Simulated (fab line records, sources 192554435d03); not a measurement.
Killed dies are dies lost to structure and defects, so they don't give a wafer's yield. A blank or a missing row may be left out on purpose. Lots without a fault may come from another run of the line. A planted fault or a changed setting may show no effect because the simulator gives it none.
Chamber matching | flow n5_finfet | N5_GATE_CUT_CMP_61 on cmp-01: 4 sister chambers
The step polishes, stops on SiNx, t overpolish 3 s. 8 wafers are shown with their chamber, then 7 later ones without.

WAFERS WITH THEIR CHAMBER
wafer  | chamber | motor_current_A (A) | edge_zone_pressure_frac
L078.4 | 0       | 10.9                | 1.009
L078.6 | 2       | 11.4                | 1.002
L082.5 | 2       | 11.7                | 0.990
L083.3 | 1       | 14.1                | 1.009
L083.4 | 3       | 14.1                | 1.012
L083.5 | 3       | 13.9                | 0.999
L085.1 | 1       | 13.0                | 1.004
L085.2 | 0       | 10.9                | 0.992

WAFERS WITHOUT THEIR CHAMBER
wafer  | motor_current_A (A) | edge_zone_pressure_frac
L085.6 | 13.7                | 1.005
L093.1 | 11.2                | 0.994
L093.2 | 10.9                | 0.999
L093.5 | 14.4                | 1.003
L097.2 | 10.3                | 0.993
L097.4 | 14.7                | 1.005
L097.5 | 11.1                | 1.000

WHICH CHAMBER EACH WENT THROUGH
wafer  | from the rows above     | in truth
L085.6 | can't be placed: 1 or 3 | 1
L093.1 | can't be placed: 2 or 0 | 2
L093.2 | can't be placed: 0 or 2 | 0
L093.5 | can't be placed: 3 or 1 | 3
L097.2 | can't be placed: 0 or 2 | 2
L097.4 | can't be placed: 3 or 1 | 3
L097.5 | can't be placed: 0 or 2 | 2
Placed correctly: 0 of 7. Can't be placed from these rows: 7 (the true chamber is among the candidates in 7). Placed wrongly: 0.
How it was worked out, from the rows above alone: a wafer's distance from a chamber is the root of the sum, over the readings, of the square of ((its reading less the chamber's mean) divided by the reading's scatter). The wafer belongs to the nearest chamber; if the next one is less than 2 further off, it can't be placed. A chamber's mean is the mean of its shown wafers. The scatter: the root of (the sum of the squares of (reading less its chamber's mean) over the shown wafers, divided by (wafers less chambers)).
